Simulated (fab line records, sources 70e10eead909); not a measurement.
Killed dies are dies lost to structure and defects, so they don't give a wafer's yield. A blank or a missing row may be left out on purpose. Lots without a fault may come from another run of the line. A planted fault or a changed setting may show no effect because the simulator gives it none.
Chamber matching | flow nand_harc | NHARC_A_CHANNEL_FILL_D1_ALD_25 on ald_hk-02: 4 sister chambers
The step deposits SiOx, target thk 60 nm, pulse time 10 s, ald cycles 600. 4 wafers are shown with their chamber, then 8 later ones without.

WAFERS WITH THEIR CHAMBER
wafer  | chamber | heater_power_w (W)
L090.1 | 1       | 494
L090.3 | 2       | 409
L090.2 | 0       | 452
L090.4 | 3       | 465

WAFERS WITHOUT THEIR CHAMBER
wafer  | heater_power_w (W)
L090.6 | 495
L090.5 | 394
L092.4 | 405
L092.3 | 488
L092.6 | 387
L095.2 | 435
L095.3 | 465
L095.4 | 508

WHICH CHAMBER EACH WENT THROUGH
wafer  | from the rows above          | in truth
L090.6 | 1                            | 1
L090.5 | 2                            | 2
L092.4 | 2                            | 2
L092.3 | can't be placed: 1 or 3      | 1
L092.6 | 2                            | 2
L095.2 | can't be placed: 0 or 2 or 3 | 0
L095.3 | can't be placed: 3 or 0      | 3
L095.4 | 1                            | 1
Placed correctly: 5 of 8. Can't be placed from these rows: 3 (the true chamber is among the candidates in 3). Placed wrongly: 0.
How it was worked out, from the rows above alone: a wafer's distance from a chamber is the root of the sum, over the readings, of the square of ((its reading less the chamber's mean) divided by the reading's scatter). The wafer belongs to the nearest chamber; if the next one is less than 2 further off, it can't be placed. A chamber's mean is the mean of its shown wafers. The scatter: with one shown wafer a chamber, the root of the mean of the squares of how far each hidden wafer lies from its nearest shown one.
